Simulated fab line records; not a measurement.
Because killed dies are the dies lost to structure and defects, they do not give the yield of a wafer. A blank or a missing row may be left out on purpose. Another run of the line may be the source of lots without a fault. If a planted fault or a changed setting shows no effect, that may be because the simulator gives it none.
8D (eight disciplines) problem report, filled in by code | flow n5-finfet | the parts of the form that need people (team, actions taken, sign-off) are left out

## 1. WHAT WENT WRONG
N5_BEOL_M8_COAT_59, spin-speed-rpm: mean 1577.7 rpm on 3 wafers (1 lot); fault-free wafers 1500.1 rpm, standard deviation 0.96. Relative to the usual mean, that is a shift of +81 standard deviations.
The step: time 60 s, resist thk 100 nm.
Earliest sighting: wafer L505.2 on litho-track-01 at day 14 05:43. At this step, 30 wafers from 12 lots have a number in the record. Rule for "out" (also "out of limits"): further than 4 standard deviations from the usual mean. Any other wafer with a number is counted as sound.

## 2. WHAT IT IS AND WHAT IT IS NOT
question                    | is                     | is not
which readings at this step | spin-speed-rpm         | -
which lots                  | L505                   | L487, L488, L489, L491, L493, L495, L497, L501, L506, L507, L509
which wafers of those lots  | all that have a number | -
read on which tools         | litho-track-01         | litho-track-03, litho-track-04
when                        | from day 14 05:43      | up to then (22 sound wafers); but 5 sound wafers of L507, L509 came after

## 3. THE SUSPECTS, EACH WITH WHAT RULES IT OUT
Counting: a tool at a process step up to the reading stays a suspect if it ran every lot that is out and no sound lot after the first of them.
- rie-diel-04 at N5_BEOL_M7_TRENCH_ETCH_37 (etches SiCOH lowk in C4F6/O2, target depth 93.478 nm, time 31.2 s): kept. It ran the lot that is out, L505 (day 14 01:28), and no sound lot after that; its last sound lot up to then is L501 (day 13 01:22). Because N5_BEOL_M7_TRENCH_ETCH_37 lacks a start for some lots, the hours and order of its lots are taken from N5_BEOL_M7_SURFACE_TREAT_79.
- pvd-sputter-01 at N5_BEOL_M7_SURFACE_TREAT_79: kept. It ran the lot that is out, L505 (day 14 01:28), and no sound lot after that; its last sound lot up to then is L506 (day 14 01:26).
- cmp-02 at N5_BEOL_M7_CMP_52 (polishes, stops on SiCOH lowk, t overpolish 6.9 s, target thk 80 nm): ruled out as a lasting fault. The sound lots L507 went through it after L505, its earliest lot that is out (day 14 02:20).
- litho-track-01 at N5_BEOL_M8_COAT_59 (time 60 s, resist thk 100 nm): kept. It ran the lot that is out, L505 (day 14 05:43), and no sound lot after that; its last sound lot up to then is L501 (day 13 05:23). Out on those wafers are its own readings of spin-speed-rpm.
The count leaves rie-diel-04 at N5_BEOL_M7_TRENCH_ETCH_37, pvd-sputter-01 at N5_BEOL_M7_SURFACE_TREAT_79, and litho-track-01 at N5_BEOL_M8_COAT_59.

## 4. THE CAUSE (what the simulator had put in)
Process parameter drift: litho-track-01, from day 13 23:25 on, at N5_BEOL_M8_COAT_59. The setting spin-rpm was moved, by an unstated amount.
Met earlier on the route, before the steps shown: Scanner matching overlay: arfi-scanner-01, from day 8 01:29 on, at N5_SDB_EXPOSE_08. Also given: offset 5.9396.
Counting leaves 3 suspects; this tool is one of them.

## 5. THE CHAIN OF EFFECTS, in route order
Each row: a reading where the mean over the struck wafers with a number is more than 3 standard deviations away from the usual. Only readings for which the record gives a usual standard deviation are gone through. hours: the time from each lot's start at the first step in this table that gives one to its start at this step, as a median over the lots. sigmas: the change in usual standard deviations.
hours | step               | reading        | usual      | on struck wafers | change | sigmas
0     | N5_BEOL_M8_COAT_59 | spin-speed-rpm | 1500.1 rpm | 1577.7           | +77.6  | +81
Its process steps:
- N5_BEOL_M8_COAT_59: time 60 s, resist thk 100 nm.

## 6. HOW IT WOULD HAVE BEEN CAUGHT EARLIER
6 hours passed between the start of the fault at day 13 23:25 and the first reading out of limits in this record, taken at day 14 05:43.
